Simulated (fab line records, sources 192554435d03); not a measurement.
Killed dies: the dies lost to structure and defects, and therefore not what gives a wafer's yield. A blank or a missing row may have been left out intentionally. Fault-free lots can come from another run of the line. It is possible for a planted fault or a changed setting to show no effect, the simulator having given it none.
Which tool did it?    flow n5-finfet    Sampling: 9 lots, 24 wafers, 2 of 1938 route steps

== WHAT THE GAUGES READ, wafer by wafer ==
N5_BEOL_M4_OCD_MEAS_38.
lot   measured      on      trench-depth-nm (nm)
L226  day 8 07:38   ocd-01  55.3 54.4 55.0
L229  day 9 09:56   ocd-01  54.0 54.8 54.9
L231  day 10 06:47  ocd-02  54.7 45.3
L232  day 10 13:37  ocd-02  55.2 45.4
L235  day 11 05:32  ocd-01  55.1 44.0
L241  day 12 12:51  ocd-02  57.2 55.2 55.1
L245  day 13 08:49  ocd-01  54.4 57.1 55.1
L246  day 13 18:20  ocd-01  53.4 53.4 56.2
L240  day 14 02:14  ocd-02  56.0 55.9 55.2

== WHAT TOOL EACH LOT RAN ON (gives the tool, then ch and the chambers of the sampled wafers, and finally the start) ==
lot   N5_BEOL_M4_TRENCH_ETCH_37
L226  rie-diel-02 ch 2,3, day 8 07:29
L229  rie-diel-02 ch 0,1,2, day 9 09:47
L231  rie-diel-02 ch 2,3, day 10 06:37
L232  rie-diel-02 ch 2,3, day 10 13:28
L235  rie-diel-02 ch 0, day 11 05:22
L241  rie-diel-04 ch 0,1, day 12 12:42
L245  rie-diel-04 ch 0,1, day 13 08:38
L246  rie-diel-01 ch 2,3, day 13 18:10
L240  rie-diel-04 ch 1,2,3, day 14 02:05
- N5_BEOL_M4_TRENCH_ETCH_37: etches SiOC in C4F6/O2, target depth 55.555 nm, time 29.2 s.

== THE ANSWER, worked out from the rows above alone ==
Rule: the usual values come from the lots themselves. The widest of any qualifying gaps counts: lots, ordered by their means at a reading, are off when they make up no more than a third of the lots, leave a main group of 4 or more, and stand apart from it by 3 or more times the standard deviation of that group's means. Not used: any main group whose means are identical at the precision the tables above print for the reading. A lot without any number at a reading at which 4 lots or more have one is off too. Any other lot the step has rows for is counted as sound.
Off: L231, L232, L235, at N5_BEOL_M4_OCD_MEAS_38 (trench-depth-nm). Mean 55.1 nm and standard deviation 0.58 in the main group.
A tool fits if, at a process step before that reading, it ran every lot that is off, and no sound lot after the first of them. The gauges at N5_BEOL_M4_OCD_MEAS_38 are tried like those tools. One fits: N5_BEOL_M4_TRENCH_ETCH_37 on rie-diel-02. A fault onset in the window from L229 (day 9 09:47, its last sound lot) to L231 (day 10 06:37, its first lot off) fits.

== WHAT THE SIMULATOR PUT IN ==
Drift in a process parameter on rie-diel-02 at N5_BEOL_M4_TRENCH_ETCH_37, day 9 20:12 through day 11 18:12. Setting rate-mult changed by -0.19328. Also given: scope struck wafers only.
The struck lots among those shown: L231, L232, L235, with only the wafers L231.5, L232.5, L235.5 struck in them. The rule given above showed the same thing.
